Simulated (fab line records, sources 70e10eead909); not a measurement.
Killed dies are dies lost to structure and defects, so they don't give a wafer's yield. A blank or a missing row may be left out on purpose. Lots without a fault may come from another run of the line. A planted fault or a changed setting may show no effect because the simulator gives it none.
Which tool did it? | flow nand_harc | 12 lots, 36 wafers sampled, at 4 steps of a route of 1302

WHAT THE GAUGES READ, wafer by wafer
The record holds no reading of a measuring or inspecting step that can be judged against a usual standard deviation.

WHICH TOOL RAN EACH LOT (tool, then ch and the chambers of the sampled wafers, then the start)
lot  | NHARC_A_STAIRCASE_HM_OPEN_463                 | NHARC_A_STAIRCASE_DEP_325       | NHARC_A_STAIRCASE_ETCH_444         | NHARC_A_STAIRCASE_CMP_472
L228 | rie_diel-09 ch 0,1,2, day 18 10:38 or earlier | pecvd-01 ch 1,2, day 18 10:38   | rie_diel-13 ch 0,1,3, day 18 21:29 | cmp-02 ch 1,2, day 19 03:26
L229 | rie_diel-13 ch 1,2,3, day 18 22:47 or earlier | pecvd-01 ch 0,1, day 18 22:47   | rie_diel-13 ch 0,1,2, day 19 09:48 | cmp-03 ch 1,2, day 19 16:44
L230 | rie_diel-13 ch 0,1, day 19 10:05 or earlier   | pecvd-01 ch 0,1,2, day 19 10:05 | rie_diel-06 ch 1,2, day 19 18:18   | cmp-04 ch 2,3, day 20 01:01
L233 | rie_diel-06 ch 0,2, day 20 03:36 or earlier   | pecvd-02 ch 0,1, day 20 03:36   | rie_diel-13 ch 1,2,3, day 20 14:50 | cmp-04 ch 0,1, day 20 20:10
L235 | rie_diel-06 ch 0,1,3, day 21 14:24 or earlier | pecvd-04 ch 0,2, day 21 14:24   | rie_diel-06 ch 0,1,2, day 21 23:05 | cmp-04 ch 0,1, day 22 05:55
L237 | rie_diel-13 ch 0,1, day 22 14:01 or earlier   | pecvd-02 ch 0,2, day 22 14:01   | rie_diel-09 ch 1,2,3, day 23 02:46 | cmp-03 ch 1,2, day 23 07:59
L238 | rie_diel-09 ch 0,1,3, day 22 14:01 or earlier | pecvd-04 ch 0,1,2, day 22 14:01 | rie_diel-06 ch 0,1,3, day 23 01:41 | cmp-04 ch 1,3, day 23 07:52
L242 | rie_diel-13 ch 0,2, day 24 17:17 or earlier   | pecvd-02 ch 0,1,2, day 24 17:17 | rie_diel-13 ch 0,1,3, day 25 03:54 | cmp-03 ch 0,2, day 25 13:00
L246 | rie_diel-06 ch 2,3, day 25 22:28 or earlier   | pecvd-01 ch 0,2, day 25 22:28   | rie_diel-06 ch 0,1, day 26 08:25   | cmp-02 ch 0,1,3, day 26 15:08
L248 | rie_diel-13 ch 1,2, day 27 03:32 or earlier   | pecvd-01 ch 0,1,2, day 27 03:32 | rie_diel-06 ch 0,2,3, day 27 16:41 | cmp-04 ch 1,2,3, day 27 22:26
L249 | rie_diel-06 ch 0,1,3, day 27 15:09 or earlier | pecvd-02 ch 0,2, day 27 15:09   | rie_diel-13 ch 1,3, day 28 02:10   | cmp-04 ch 1,2,3, day 28 08:56
L250 | rie_diel-13 ch 0,3, day 28 03:01 or earlier   | pecvd-04 ch 0,1,2, day 28 03:01 | rie_diel-13 ch 1,2, day 28 12:12   | cmp-04 ch 0,1,2, day 28 19:15
- NHARC_A_STAIRCASE_HM_OPEN_463: chemistry O2/COS.
- NHARC_A_STAIRCASE_DEP_325: deposits SiO2, target thk 7200 nm.
- NHARC_A_STAIRCASE_ETCH_444: etches the open film in C4F8/O2, target depth 20400 nm, time 6800 s.
- NHARC_A_STAIRCASE_CMP_472: polishes SiO2.

WHAT THE TOOLS THEMSELVES READ (means of the sampled wafers that have a number; where no wafer has one, the mark that the record gives instead)
NHARC_A_STAIRCASE_HM_OPEN_463. Usual: drypump_motor_current_A 5.6 A, standard deviation 0.53; oes_product_au 0.997 a.u., standard deviation 0.0091; rf_fwd_power_W 498.9 W, standard deviation 1.4; rf_vpp_V 468.1 V, standard deviation 2.7; showerhead_plenum_p_Torr 3.16 Torr, standard deviation 0.12; throttle_valve_pct 28.329 %, standard deviation 0.009.
lot  | tool        | drypump_motor_current_A (A) | oes_product_au (a.u.) | rf_fwd_power_W (W) | rf_vpp_V (V) | showerhead_plenum_p_Torr (Torr) | throttle_valve_pct (%) | flag
L228 | rie_diel-09 | 5.6                         | 1.007                 | 498.7              | 468.5        | 3.19                            | 28.331                 |
L229 | rie_diel-13 | 5.6                         | 0.998                 | 500.0              | 467.5        | 3.12                            | 28.329                 |
L230 | rie_diel-13 | 5.3                         | 0.996                 | 498.3              | 468.5        | 3.22                            | 28.337                 |
L233 | rie_diel-06 | 5.6                         | 0.991                 | 498.1              | 468.8        | 3.20                            | 28.327                 |
L235 | rie_diel-06 | 6.1                         | 1.009                 | 497.3              | 467.1        | 3.12                            | 28.330                 |
L237 | rie_diel-13 | 5.2                         | 0.989                 | 500.5              | 468.8        | 3.20                            | 28.325                 |
L238 | rie_diel-09 | 5.6                         | 1.006                 | 498.0              | 467.4        | 3.11                            | 28.328                 |
L242 | rie_diel-13 | 5.1                         | 0.991                 | 499.7              | 470.3        | 3.25                            | 28.324                 |
L246 | rie_diel-06 | 5.6                         | 1.000                 | 498.5              | 469.1        | 3.22                            | 28.329                 |
L248 | rie_diel-13 | 5.3                         | 0.990                 | 498.9              | 468.0        | 3.16                            | 28.334                 |
L249 | rie_diel-06 | 6.1                         | 1.008                 | 499.4              | 467.2        | 3.10                            | 28.326                 |
L250 | rie_diel-13 | 5.9                         | 0.992                 | 499.3              | 465.5        | 3.05                            | 28.336                 |

NHARC_A_STAIRCASE_DEP_325. Usual: heater_power_w 591 W, standard deviation 69; rf_fwd_power_W 499.8 W, standard deviation 1.4.
lot  | tool     | heater_power_w (W) | rf_fwd_power_W (W) | flag
L228 | pecvd-01 | 527                | 500.2              |
L229 | pecvd-01 | 616                | 499.4              |
L230 | pecvd-01 | 576                | 500.3              |
L233 | pecvd-02 | 606                | 499.3              |
L235 | pecvd-04 | 536                | 499.1              |
L237 | pecvd-02 | 635                | 499.8              |
L238 | pecvd-04 | 614                | 500.3              |
L242 | pecvd-02 | 599                | 501.6              |
L246 | pecvd-01 | 625                | 500.1              |
L248 | pecvd-01 | 513                | 498.5              |
L249 | pecvd-02 | 628                | 500.0              |
L250 | pecvd-04 | 575                | 499.0              |

NHARC_A_STAIRCASE_ETCH_444. Usual: oes_product_au 0.929 a.u., standard deviation 0.014; rf_fwd_power_W 599.8 W, standard deviation 1.9; rf_vpp_V 808 V, standard deviation 4.6.
lot  | tool        | oes_product_au (a.u.) | rf_fwd_power_W (W) | rf_vpp_V (V) | flag
L228 | rie_diel-13 | 0.925                 | 601.2              | 808          |
L229 | rie_diel-13 | 0.919                 | 597.9              | 810          |
L230 | rie_diel-06 | 0.914                 | 599.6              | 813          |
L233 | rie_diel-13 | 0.928                 | 598.5              | 806          |
L235 | rie_diel-06 | 0.945                 | 599.1              | 810          |
L237 | rie_diel-09 | 0.955                 | 600.0              | 813          |
L238 | rie_diel-06 | 0.942                 | 598.7              | 807          |
L242 | rie_diel-13 | 0.927                 | 599.7              | 807          |
L246 | rie_diel-06 | 0.706                 | 359.5              | 807          | OFF
L248 | rie_diel-06 | 0.709                 | 358.6              | 808          | OFF
L249 | rie_diel-13 | 0.916                 | 599.9              | 802          |
L250 | rie_diel-13 | 0.914                 | 601.7              | 808          |

NHARC_A_STAIRCASE_CMP_472. Usual: edge_zone_pressure_frac 1.000, standard deviation 0.0053; motor_current_A 11.5 A, standard deviation 1.1; slurry_filter_dp_kPa 13.50 kPa, standard deviation 0.13.
lot  | tool   | edge_zone_pressure_frac | motor_current_A (A) | slurry_filter_dp_kPa (kPa) | flag
L228 | cmp-02 | 1.002                   | 12.1                | 13.50                      |
L229 | cmp-03 | 1.003                   | 12.0                | 13.47                      |
L230 | cmp-04 | 1.001                   | 12.2                | 13.34                      |
L233 | cmp-04 | 1.001                   | 11.7                | 13.47                      |
L235 | cmp-04 | 0.999                   | 12.6                | 13.42                      |
L237 | cmp-03 | 1.006                   | 11.7                | 13.43                      |
L238 | cmp-04 | 0.997                   | 11.3                | 13.50                      |
L242 | cmp-03 | 1.000                   | 10.4                | 13.45                      |
L246 | cmp-02 | 1.004                   | 11.2                | 13.52                      |
L248 | cmp-04 | 0.996                   | 11.6                | 13.45                      |
L249 | cmp-04 | 1.001                   | 11.4                | 13.42                      |
L250 | cmp-04 | 1.003                   | 12.4                | 13.55                      |

THE ANSWER, worked out from the rows above alone
Rule: a lot is off if the mean of its wafers that have a number lies more than 3 standard deviations from the usual mean. A lot without any number at a reading at which 4 lots or more have one is off too. The other lots that the step has rows for count as sound. The gauges are gone through in route order, then the tools' own readings, and for those a lot's mean is taken as printed above. The first step at which some lot is off is used, and at that step the reading that is off furthest; a lot without a number counts as furthest.
Off: L246, L248, at NHARC_A_STAIRCASE_ETCH_444 (rf_fwd_power_W).
A tool fits if, at that step or a process step before it, it ran every lot that is off, and no sound lot after the first of them. NHARC_A_STAIRCASE_HM_OPEN_463 gives no start for some lots, so the hours and the order of its lots are those of NHARC_A_STAIRCASE_DEP_325. Can't be told from this: 2 tools fit, pecvd-01 at NHARC_A_STAIRCASE_DEP_325, rie_diel-06 at NHARC_A_STAIRCASE_ETCH_444.

WHAT THE SIMULATOR HAD PUT IN
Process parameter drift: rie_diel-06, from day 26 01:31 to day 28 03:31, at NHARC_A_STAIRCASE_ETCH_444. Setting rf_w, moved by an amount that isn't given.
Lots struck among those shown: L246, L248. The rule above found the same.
